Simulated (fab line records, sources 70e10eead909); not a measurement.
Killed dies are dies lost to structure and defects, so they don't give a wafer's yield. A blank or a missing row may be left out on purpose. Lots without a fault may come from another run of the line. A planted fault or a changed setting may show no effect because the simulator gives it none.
Problem report in the 8D (eight disciplines) form, filled by code | flow nand_harc | the parts of the form that need people (team, actions taken, sign-off) are left out

1. THE PROBLEM
defect_limited_yield at NHARC_END_SORT_01 reads a mean of 37 % on 3 wafers of 2 lots; wafers without a fault read 90 % with a standard deviation of 3.8. That is -14 standard deviations from the usual mean.
First seen on wafer L527.3, day 30 16:12, on prober-02. The record holds 6 wafers of 2 lots with a number at this step. Rule for "out", or "out of limits": more than 4 standard deviations from the usual mean. The other wafers with a number count as sound.

2. WHAT IT IS AND WHAT IT IS NOT
question                    | is                                                 | is not
which readings at this step | defect_limited_yield, killed_at_array, killed_dies | killed_at_other, killed_at_periphery, killed_open, killed_short
which lots                  | L525, L527                                         | -
which wafers of those lots  | L525.3, L527.3, L527.5                             | L525.4, L525.5, L527.6
read on which gauges        | prober-02                                          | -
when                        | from day 30 16:12                                  | up to then (0 sound wafers); but 3 sound wafers of L525, L527 came after

3. SUSPECTS, AND WHAT RULES EACH OUT
Counting: a tool at a process step up to the reading stays a suspect if it ran every lot that is out. Sound lots after the first of them don't rule it out here, since some wafers of a struck lot are sound.
- the gauge at NHARC_END_SORT_01: kept. All the wafers that are out were read on prober-02, and no step on other tools shows them out.
- ecd_cu-02 at NHARC_A_M0_ECD_22 (material Cu, target thk 400 nm): kept. It ran every lot that is out, first L525 (day 28 04:57).
- pvd_sputter-02 at NHARC_THIN_TSV_PVD_51 (deposits Cu, target thk 100 nm): kept. It ran every lot that is out, first L525 (day 30 03:46). NHARC_THIN_TSV_PVD_51 gives no start for some lots, so the hours and the order of its lots are those of NHARC_THIN_TSV_STRIP_56.
- plasma_asher-02 at NHARC_THIN_TSV_STRIP_56 (strips in O2): kept. It ran every lot that is out, first L525 (day 30 03:46).
Left after counting: ecd_cu-02 at NHARC_A_M0_ECD_22, pvd_sputter-02 at NHARC_THIN_TSV_PVD_51, plasma_asher-02 at NHARC_THIN_TSV_STRIP_56, prober-02 at NHARC_END_SORT_01.

4. THE CAUSE (what the simulator had put in)
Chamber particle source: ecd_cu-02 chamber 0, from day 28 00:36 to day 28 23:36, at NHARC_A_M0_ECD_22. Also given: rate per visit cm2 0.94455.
Counting left 4 suspects, and this tool is among them.

5. THE CHAIN OF EFFECTS, in route order
Each row: a reading whose mean over the struck wafers that have a number lies more than 3 standard deviations from the usual. Only readings for which the record gives a usual standard deviation are gone through. hours: the time from each lot's start at the first step in this table that gives one to its start at this step, as a median over the lots. sigmas: the change in usual standard deviations.
hours | step              | reading              | usual | on struck wafers | change | sigmas
0     | NHARC_END_SORT_01 | defect_limited_yield | 90 %  | 37               | -53    | -14
0     | NHARC_END_SORT_01 | killed_at_array      | 61    | 425              | +364   | +14
0     | NHARC_END_SORT_01 | killed_dies          | 66    | 428              | +362   | +14

6. WHAT WOULD HAVE CAUGHT IT SOONER
In this record the first reading out of limits at a measuring or inspecting step was taken at day 30 16:12, 64 hours after the fault began at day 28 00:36.
All the lots that are out (2) had begun NHARC_A_M0_ECD_22 on ecd_cu-02 by day 30 16:12. A hold on the tool at that time would have spared none of them.
